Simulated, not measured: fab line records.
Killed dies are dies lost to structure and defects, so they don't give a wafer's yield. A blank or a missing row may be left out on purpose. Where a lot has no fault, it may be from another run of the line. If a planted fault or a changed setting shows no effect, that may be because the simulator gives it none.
What tool caused it? / flow n5 finfet / 23 wafers from 8 lots sampled at 6 of the route's 1938 steps

WHAT THE GAUGES SHOWED, per wafer
N5_BEOL_M4_RC_MEAS_101. Usual: DIBL_N 36.0 mV/V, standard deviation 2.5; DIBL_P 36.7 mV/V, standard deviation 3; IOFF_N 0.16 nA/um, standard deviation 0.043; IOFF_P 0.21 nA/um, standard deviation 0.049; ION_N 673 uA/um, standard deviation 15; ION_P 461 uA/um, standard deviation 9.8; SS_N 71.5 mV/dec, standard deviation 0.83; SS_P 73.4 mV/dec, standard deviation 0.83; VT_N 250 mV, standard deviation 4; VT_P -251 mV, standard deviation 4.
lot=L968; measured=day 8 18:52; on=prober-01; DIBL_N (mV/V)=29.9 35.4 32.0; DIBL_P (mV/V)=30.0 36.9 32.9; IOFF_N (nA/um)=0.09 0.16 0.11; IOFF_P (nA/um)=0.13 0.22 0.17; ION_N (uA/um)=677 671 675; ION_P (uA/um)=470 467 475; SS_N (mV/dec)=69.7 71.6 71.5; SS_P (mV/dec)=71.6 72.5 71.8; VT_N (mV)=256 245 254; VT_P (mV)=-257 -249 -250; flag=
lot=L970; measured=day 9 07:55; on=prober-01; DIBL_N (mV/V)=34.7 39.3 35.2; DIBL_P (mV/V)=36.8 41.9 37.8; IOFF_N (nA/um)=0.13 0.24 0.14; IOFF_P (nA/um)=0.22 0.32 0.23; ION_N (uA/um)=668 697 660; ION_P (uA/um)=469 476 461; SS_N (mV/dec)=71.1 72.0 70.2; SS_P (mV/dec)=74.0 74.6 74.2; VT_N (mV)=250 244 253; VT_P (mV)=-248 -243 -248; flag=
lot=L971; measured=day 9 20:40; on=prober-02; DIBL_N (mV/V)=30.3 31.6 36.3; DIBL_P (mV/V)=32.5 34.5 39.7; IOFF_N (nA/um)=0.10 0.12 0.23; IOFF_P (nA/um)=0.14 0.16 0.26; ION_N (uA/um)=645 651 681; ION_P (uA/um)=441 453 464; SS_N (mV/dec)=71.2 70.9 73.6; SS_P (mV/dec)=71.8 72.6 73.7; VT_N (mV)=256 252 244; VT_P (mV)=-257 -254 -246; flag=
lot=L973; measured=day 10 02:14; on=prober-01; DIBL_N (mV/V)=39.2 35.1 33.3; DIBL_P (mV/V)=43.4 35.1 35.7; IOFF_N (nA/um)=0.28 0.17 0.13; IOFF_P (nA/um)=0.32 0.18 0.17; ION_N (uA/um)=689 666 677; ION_P (uA/um)=470 456 463; SS_N (mV/dec)=72.0 71.2 69.9; SS_P (mV/dec)=75.1 73.2 72.6; VT_N (mV)=242 249 251; VT_P (mV)=-244 -254 -254; flag=
lot=L974; measured=day 10 04:03; on=prober-02; DIBL_N (mV/V)=39.1 37.2 34.3; DIBL_P (mV/V)=38.4 37.8 34.9; IOFF_N (nA/um)=0.18 0.15 0.12; IOFF_P (nA/um)=0.22 0.21 0.18; ION_N (uA/um)=668 665 651; ION_P (uA/um)=457 455 456; SS_N (mV/dec)=72.7 71.9 70.4; SS_P (mV/dec)=74.4 73.5 73.3; VT_N (mV)=251 251 254; VT_P (mV)=-251 -252 -255; flag=
lot=L977; measured=day 10 23:24; on=prober-01; DIBL_N (mV/V)=38.9 33.3 36.2; DIBL_P (mV/V)=38.3 32.8 35.1; IOFF_N (nA/um)=0.19 0.10 0.14; IOFF_P (nA/um)=0.23 0.16 0.18; ION_N (uA/um)=687 648 654; ION_P (uA/um)=462 446 446; SS_N (mV/dec)=72.6 70.9 72.4; SS_P (mV/dec)=74.1 72.7 73.5; VT_N (mV)=248 258 253; VT_P (mV)=-250 -253 -251; flag=
lot=L980; measured=day 12 06:11; on=prober-01; DIBL_N (mV/V)=34.1 37.5; DIBL_P (mV/V)=34.3 37.5; IOFF_N (nA/um)=0.12 0.18; IOFF_P (nA/um)=0.15 0.20; ION_N (uA/um)=682 693; ION_P (uA/um)=458 462; SS_N (mV/dec)=70.1 72.1; SS_P (mV/dec)=72.9 74.3; VT_N (mV)=251 249; VT_P (mV)=-257 -252; flag=
lot=L986; measured=day 14 07:53; on=prober-01; DIBL_N (mV/V)=36.6 35.8 35.0; DIBL_P (mV/V)=39.2 38.0 36.9; IOFF_N (nA/um)=0.19 0.16 0.14; IOFF_P (nA/um)=0.24 0.21 0.20; ION_N (uA/um)=694 684 669; ION_P (uA/um)=479 469 461; SS_N (mV/dec)=70.8 71.7 71.0; SS_P (mV/dec)=73.8 73.5 73.1; VT_N (mV)=242 248 252; VT_P (mV)=-249 -251 -250; flag=

N5_BEOL_M7_INSPECT_13: inspects for defects (brightfield). Usual: raw defect count 396, standard deviation 95.
lot=L968; measured=day 9 17:26; on=defect inspect-01; raw defect count=304 461 302; flag=
lot=L970; measured=day 10 06:57; on=defect inspect-01; raw defect count=338 266 330; flag=
lot=L971; measured=day 10 19:08; on=defect inspect-02; raw defect count=527 453 401; flag=
lot=L973; measured=day 10 23:05; on=defect inspect-02; raw defect count=420 389 412; flag=
lot=L974; measured=day 11 02:52; on=defect inspect-01; raw defect count=390 658 340; flag=
lot=L977; measured=day 12 02:28; on=defect inspect-02; raw defect count=516 335 472; flag=
lot=L980; measured=day 13 05:26; on=defect inspect-01; raw defect count=402 401; flag=
lot=L986; measured=day 15 06:19; on=defect inspect-02; raw defect count=364 256 322; flag=

N5_BEOL_M7_OVL_MEAS_29. Usual: V6_OVL 0.1 nm, standard deviation 0.67.
lot=L968; measured=day 9 20:07; on=overlay-02; V6_OVL (nm)=1.4 0.7 1.3; flag=
lot=L970; measured=day 10 08:34; on=overlay-02; V6_OVL (nm)=0.3 0.7 -0.2; flag=
lot=L971; measured=day 10 19:58; on=overlay-01; V6_OVL (nm)=0.0 -0.4 -0.7; flag=
lot=L973; measured=day 11 00:25; on=overlay-02; V6_OVL (nm)=1.2 0.5 0.2; flag=
lot=L974; measured=day 11 04:11; on=overlay-01; V6_OVL (nm)=-0.5 0.0 -0.5; flag=
lot=L977; measured=day 12 05:17; on=overlay-01; V6_OVL (nm)=-0.4 0.1 -0.4; flag=
lot=L980; measured=day 13 06:32; on=overlay-02; V6_OVL (nm)=-0.5 1.0; flag=
lot=L986; measured=day 15 08:20; on=overlay-02; V6_OVL (nm)=1.5 -0.3 1.1; flag=

N5_BEOL_M7_OCD_MEAS_38. Usual: trench depth nm 93.7 nm, standard deviation 1.7.
lot=L968; measured=day 9 21:35; on=ocd-01; trench depth nm (nm)=96.7 95.4 95.0; flag=
lot=L970; measured=day 10 09:05; on=ocd-01; trench depth nm (nm)=94.8 93.3 95.0; flag=
lot=L971; measured=day 10 20:29; on=ocd-01; trench depth nm (nm)=93.4 93.8 94.9; flag=
lot=L973; measured=day 11 01:11; on=ocd-01; trench depth nm (nm)=90.5 91.5 92.6; flag=
lot=L974; measured=day 11 04:52; on=ocd-02; trench depth nm (nm)=94.7 93.3 92.6; flag=
lot=L977; measured=day 12 05:48; on=ocd-01; trench depth nm (nm)=95.5 96.0 94.0; flag=
lot=L980; measured=day 13 07:10; on=ocd-01; trench depth nm (nm)=94.7 88.1; flag=
lot=L986; measured=day 15 08:56; on=ocd-02; trench depth nm (nm)=92.0 90.7 92.2; flag=

WHAT TOOL EACH LOT RAN ON (gives the tool, then ch and the chambers of the sampled wafers, and finally the start)
lot=L968; N5_BEOL_M7_ETCH_62=rie diel-03 ch 0,1,2, day 9 17:43; N5_BEOL_M7_ETCH_65=rie diel-03 ch 1,2,3, day 9 21:12
lot=L970; N5_BEOL_M7_ETCH_62=rie diel-03 ch 0,1,3, day 10 07:05; N5_BEOL_M7_ETCH_65=rie diel-03 ch 0,1,2, day 10 08:42
lot=L971; N5_BEOL_M7_ETCH_62=rie diel-03 ch 0,2,3, day 10 19:16; N5_BEOL_M7_ETCH_65=rie diel-01 ch 0,3, day 10 20:07
lot=L973; N5_BEOL_M7_ETCH_62=rie diel-01 ch 0,1,3, day 10 23:34; N5_BEOL_M7_ETCH_65=rie diel-02 ch 0,2,3, day 11 00:48
lot=L974; N5_BEOL_M7_ETCH_62=rie diel-03 ch 1,2,3, day 11 03:08; N5_BEOL_M7_ETCH_65=rie diel-03 ch 0,1, day 11 04:29
lot=L977; N5_BEOL_M7_ETCH_62=rie diel-01 ch 0,3, day 12 02:38; N5_BEOL_M7_ETCH_65=rie diel-01 ch 0,2, day 12 05:25
lot=L980; N5_BEOL_M7_ETCH_62=rie diel-03 ch 0,3, day 13 05:37; N5_BEOL_M7_ETCH_65=rie diel-01 ch 0,1, day 13 06:47
lot=L986; N5_BEOL_M7_ETCH_62=rie diel-02 ch 2,3, day 15 06:27; N5_BEOL_M7_ETCH_65=rie diel-02 ch 0,2,3, day 15 08:33
- N5_BEOL_M7_ETCH_62: etches SOC in N2/H2, target depth 110 nm, overetch 22 nm, time 165 s.
- N5_BEOL_M7_ETCH_65: etches SiARC in CF4, target depth 15.6 nm, time 26 s.

WHAT THE TOOLS THEMSELVES READ (means of the sampled wafers that have a number; where no wafer has one, the mark that the record gives instead)
N5_BEOL_M7_ETCH_62. Usual: chamber pressure mTorr 30.00 mTorr, standard deviation 0.031; drypump motor current A 5.7 A, standard deviation 0.5; h2 flow sccm 200.0 sccm, standard deviation 0.61; n2 flow sccm 199.9 sccm, standard deviation 0.57; oes product au 0.66 a.u., standard deviation 0.084; rf fwd power W 837.4 W, standard deviation 2.5; rf vpp V 523.8 V, standard deviation 2.6; showerhead plenum p Torr 2.54 Torr, standard deviation 0.084; throttle valve pct 17.9 %, standard deviation 0.31.
lot=L968; tool=rie diel-03; chamber pressure mTorr (mTorr)=29.98; drypump motor current A (A)=5.5; h2 flow sccm (sccm)=199.9; n2 flow sccm (sccm)=200.1; oes product au (a.u.)=0.61; rf fwd power W (W)=835.3; rf vpp V (V)=524.1; showerhead plenum p Torr (Torr)=2.55; throttle valve pct (%)=18.2; flag=
lot=L970; tool=rie diel-03; chamber pressure mTorr (mTorr)=29.99; drypump motor current A (A)=5.5; h2 flow sccm (sccm)=200.0; n2 flow sccm (sccm)=199.8; oes product au (a.u.)=0.61; rf fwd power W (W)=835.8; rf vpp V (V)=523.3; showerhead plenum p Torr (Torr)=2.53; throttle valve pct (%)=18.2; flag=
lot=L971; tool=rie diel-03; chamber pressure mTorr (mTorr)=30.02; drypump motor current A (A)=5.4; h2 flow sccm (sccm)=199.9; n2 flow sccm (sccm)=199.6; oes product au (a.u.)=0.59; rf fwd power W (W)=838.3; rf vpp V (V)=525.4; showerhead plenum p Torr (Torr)=2.58; throttle valve pct (%)=18.1; flag=
lot=L973; tool=rie diel-01; chamber pressure mTorr (mTorr)=30.00; drypump motor current A (A)=6.3; h2 flow sccm (sccm)=200.1; n2 flow sccm (sccm)=199.5; oes product au (a.u.)=0.64; rf fwd power W (W)=835.1; rf vpp V (V)=523.5; showerhead plenum p Torr (Torr)=2.53; throttle valve pct (%)=17.8; flag=
lot=L974; tool=rie diel-03; chamber pressure mTorr (mTorr)=30.00; drypump motor current A (A)=5.3; h2 flow sccm (sccm)=200.1; n2 flow sccm (sccm)=200.1; oes product au (a.u.)=0.60; rf fwd power W (W)=838.9; rf vpp V (V)=523.1; showerhead plenum p Torr (Torr)=2.51; throttle valve pct (%)=18.1; flag=
lot=L977; tool=rie diel-01; chamber pressure mTorr (mTorr)=30.00; drypump motor current A (A)=5.9; h2 flow sccm (sccm)=199.4; n2 flow sccm (sccm)=199.9; oes product au (a.u.)=0.67; rf fwd power W (W)=837.5; rf vpp V (V)=525.0; showerhead plenum p Torr (Torr)=2.59; throttle valve pct (%)=17.7; flag=
lot=L980; tool=rie diel-03; chamber pressure mTorr (mTorr)=29.96; drypump motor current A (A)=5.3; h2 flow sccm (sccm)=200.6; n2 flow sccm (sccm)=200.3; oes product au (a.u.)=0.72; rf fwd power W (W)=841.1; rf vpp V (V)=523.5; showerhead plenum p Torr (Torr)=2.56; throttle valve pct (%)=18.0; flag=
lot=L986; tool=rie diel-02; chamber pressure mTorr (mTorr)=29.98; drypump motor current A (A)=5.5; h2 flow sccm (sccm)=199.9; n2 flow sccm (sccm)=199.6; oes product au (a.u.)=0.73; rf fwd power W (W)=838.2; rf vpp V (V)=527.7; showerhead plenum p Torr (Torr)=2.66; throttle valve pct (%)=17.5; flag=

N5_BEOL_M7_ETCH_65. Usual: cf4 flow sccm 100.06 sccm, standard deviation 0.28; chamber pressure mTorr 40.00 mTorr, standard deviation 0.038; drypump motor current A 5.7 A, standard deviation 0.46; etch rf on time s 25.8 s, standard deviation 0.67; oes product au 0.67 a.u., standard deviation 0.087; rf fwd power W 532.0 W, standard deviation 2; rf vpp V 184.2 V, standard deviation 1.2; showerhead plenum p Torr 2.14 Torr, standard deviation 0.072; throttle valve pct 15.68 %, standard deviation 0.25.
lot=L968; tool=rie diel-03; cf4 flow sccm (sccm)=99.94; chamber pressure mTorr (mTorr)=40.01; drypump motor current A (A)=5.3; etch rf on time s (s)=25.4; oes product au (a.u.)=0.62; rf fwd power W (W)=531.2; rf vpp V (V)=183.8; showerhead plenum p Torr (Torr)=2.12; throttle valve pct (%)=15.86; flag=
lot=L970; tool=rie diel-03; cf4 flow sccm (sccm)=100.24; chamber pressure mTorr (mTorr)=40.00; drypump motor current A (A)=5.6; etch rf on time s (s)=25.3; oes product au (a.u.)=0.62; rf fwd power W (W)=531.2; rf vpp V (V)=184.5; showerhead plenum p Torr (Torr)=2.14; throttle valve pct (%)=15.95; flag=
lot=L971; tool=rie diel-01; cf4 flow sccm (sccm)=99.60; chamber pressure mTorr (mTorr)=40.02; drypump motor current A (A)=6.2; etch rf on time s (s)=26.1; oes product au (a.u.)=0.65; rf fwd power W (W)=531.5; rf vpp V (V)=185.2; showerhead plenum p Torr (Torr)=2.20; throttle valve pct (%)=15.69; flag=
lot=L973; tool=rie diel-02; cf4 flow sccm (sccm)=99.77; chamber pressure mTorr (mTorr)=39.99; drypump motor current A (A)=5.4; etch rf on time s (s)=26.7; oes product au (a.u.)=0.68; rf fwd power W (W)=531.7; rf vpp V (V)=184.1; showerhead plenum p Torr (Torr)=2.13; throttle valve pct (%)=15.50; flag=
lot=L974; tool=rie diel-03; cf4 flow sccm (sccm)=100.09; chamber pressure mTorr (mTorr)=40.00; drypump motor current A (A)=5.6; etch rf on time s (s)=25.3; oes product au (a.u.)=0.62; rf fwd power W (W)=532.7; rf vpp V (V)=184.1; showerhead plenum p Torr (Torr)=2.14; throttle valve pct (%)=16.00; flag=
lot=L977; tool=rie diel-01; cf4 flow sccm (sccm)=100.21; chamber pressure mTorr (mTorr)=40.02; drypump motor current A (A)=5.7; etch rf on time s (s)=25.3; oes product au (a.u.)=0.84; rf fwd power W (W)=531.1; rf vpp V (V)=183.7; showerhead plenum p Torr (Torr)=2.13; throttle valve pct (%)=15.53; flag=
lot=L980; tool=rie diel-01; cf4 flow sccm (sccm)=99.78; chamber pressure mTorr (mTorr)=39.99; drypump motor current A (A)=6.0; etch rf on time s (s)=25.5; oes product au (a.u.)=0.78; rf fwd power W (W)=533.8; rf vpp V (V)=185.4; showerhead plenum p Torr (Torr)=2.23; throttle valve pct (%)=15.25; flag=
lot=L986; tool=rie diel-02; cf4 flow sccm (sccm)=100.33; chamber pressure mTorr (mTorr)=39.98; drypump motor current A (A)=5.5; etch rf on time s (s)=26.7; oes product au (a.u.)=0.72; rf fwd power W (W)=532.2; rf vpp V (V)=184.3; showerhead plenum p Torr (Torr)=2.20; throttle valve pct (%)=15.38; flag=

THE ANSWER, worked out from the rows above alone
Rule: a lot counts as off when the mean over its wafers that have a number is more than 3 standard deviations away from the usual mean. Also off: a lot with no number at a reading for which 4 or more lots have one. All remaining lots with rows at the step are treated as sound. After the gauges, taken in route order, come the tools' own readings; for these a lot's mean is taken, as printed above. The first step at which some lot is off is used, and at that step the reading that is off furthest; a lot without a number counts as furthest.
No lot is off at any reading shown: from this, nothing can be told.

WHAT HAD BEEN PUT IN BY THE SIMULATOR
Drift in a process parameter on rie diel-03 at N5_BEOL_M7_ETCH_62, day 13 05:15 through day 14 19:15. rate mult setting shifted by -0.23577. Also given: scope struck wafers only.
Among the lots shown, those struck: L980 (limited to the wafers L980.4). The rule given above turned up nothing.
